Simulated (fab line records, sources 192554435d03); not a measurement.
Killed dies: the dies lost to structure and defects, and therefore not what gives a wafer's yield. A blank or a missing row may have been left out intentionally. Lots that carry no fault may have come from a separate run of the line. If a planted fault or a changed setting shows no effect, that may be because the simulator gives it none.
Lot-split experiment | flow n5Finfet | 21 wafers read across 7 lots, on a route 1938 steps long

== THE SPLIT ==
At N5_BEOL_M15_ILD_DEP_00 (deposits SiO2 from TEOS/O2, target thk 1629.3 nm, time 346.1 s), the setting timeS was moved away from the recipe's 346.1 s on 6 of the 21 wafers read, by -13.3% to +4.4%. For the rest of the wafers, this setting stayed at what the recipe calls for.

The file shows no step between the split and the reading.

== THE READING ==
M15_ILD_THK, in nm, at N5_BEOL_M15_THK_MEAS_01. Typical for fault-free wafers on this fab line: 1635 nm, with standard deviation 26 nm.

wafer  | tool, chamber at the split | timeS as run, s | against the recipe | M15_ILD_THK, nm | against lot-mates on the recipe
L074.1 | pecvd-04, 2                | 346.1           | recipe             | 1640            | -
L074.3 | pecvd-04, 1                | 361.3           | +4.4%              | 1702            | +62
L074.6 | pecvd-04, 1                | 361.3           | +4.4%              | 1742            | +102
L078.1 | pecvd-04, 2,1              | 346.1           | recipe             | 1668            | -
L078.2 | pecvd-04, 2,1              | 346.1           | recipe             | 1667            | -
L078.5 | pecvd-04, 2                | 346.1           | recipe             | 1686            | -
L081.1 | pecvd-04, 2                | 346.1           | recipe             | 1653            | -
L081.2 | pecvd-04, 0                | 346.1           | recipe             | 1592            | -
L081.5 | pecvd-04, 1                | 346.1           | recipe             | 1659            | -
L090.1 | pecvd-02, 2                | 346.1           | recipe             | 1577            | -
L090.2 | pecvd-02, 0                | 346.1           | recipe             | 1596            | -
L090.3 | pecvd-02, 1                | 319.3           | -7.7%              | 1467            | -120
L088.1 | pecvd-04, 2                | 346.1           | recipe             | 1653            | -
L088.3 | pecvd-04, 0                | 346.1           | recipe             | 1618            | -
L088.6 | pecvd-04, 0                | 300.2           | -13.3%             | 1415            | -220
L097.1 | pecvd-02, 2                | 346.1           | recipe             | 1604            | -
L097.5 | pecvd-02, 1                | 346.1           | recipe             | 1644            | -
L097.6 | pecvd-02, 2                | 346.1           | recipe             | 1645            | -
L096.1 | pecvd-01, 0                | 332.4           | -4.0%              | 1570            | -56
L096.2 | pecvd-01, 2                | 346.1           | recipe             | 1626            | -
L096.4 | pecvd-01, 2                | 332.4           | -4.0%              | 1590            | -36
Where a row lists several chambers, the file gives one row for several wafers and doesn't say which wafer went through which chamber.

FIT RESULTS
A straight line over all 21 wafers: M15_ILD_THK changes by +17.8 nm for each +1% of timeS; r = +0.92; the points scatter about the line by 30 nm.
The same after taking each lot's own level away (the mean of its wafers on the recipe; 21 wafers): +16.3 nm for each +1%; r = +0.96; scatter 19 nm.
On that fit, the largest move of timeS shifts the reading by 2.2e+02 nm.
The lots' own levels span 1586.5 to 1673.7 nm, that is 3.4 times the standard deviation above.
Hence the lot-to-lot level has little effect on the slope; both slopes agree.
Check: for one of the wafers moved furthest among these (-13.3%), held out of the fit, the line's prediction against its lot-mates is -204 nm. It came out at -220 nm against them.

== OTHER SPLITS ON THESE WAFERS ==
These wafers also went through other splits before the reading. Each is held against what the fit with the lots' levels taken away leaves over:
other split on the same wafers | wafers away from the commonest value | r with M15_ILD_THK (lot level and that fit taken away)
N5_BEOL_M10_VIA_ETCH_34 timeS  | 13                                   | +0.04
N5_BEOL_M10_ETCH_41 sourceW    | 8                                    | +0.25
N5_BEOL_M11_PECVD_70 timeS     | 7                                    | -0.20
N5_BEOL_M12_SPUTTER_44 timeS   | 8                                    | -0.20

== THE WHOLE CHAIN: every reading that the file lists as answering this split, in the file's order ==
step                    | what it does                                                   | reading                                                                            | change (the file's fit)              | r (the file's)
N5_BEOL_M15_ILD_DEP_00  | deposits SiO2 from TEOS/O2, target thk 1629.3 nm, time 346.1 s | SiO2_of_BEOL_M15_ILD_DEP_00.thkNm (the simulator's own value, which no gauge read) | +16.2 nm for each +1% of the setting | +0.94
N5_BEOL_M15_THK_MEAS_01 |                                                                | M15_ILD_THK                                                                        | +16.2 for each +1% of the setting    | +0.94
N5_BEOL_M15_VIA_ETCH_16 | etches SiO2 in C4F8/O2/Ar, target depth 1792.2 nm              | etch.depthNm (the simulator's own value, which no gauge read)                      | +16.2 nm for each +1% of the setting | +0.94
N5_BEOL_M15_VIA_ETCH_16 | etches SiO2 in C4F8/O2/Ar, target depth 1792.2 nm              | coat_of_BEOL_M15_COAT_04.thkNm (the simulator's own value, which no gauge read)    | -3.72 nm for each +1% of the setting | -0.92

== FILE'S OWN FIT ==
M15_ILD_THK changes by +16.2 nm for each +1% of timeS, r = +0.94.
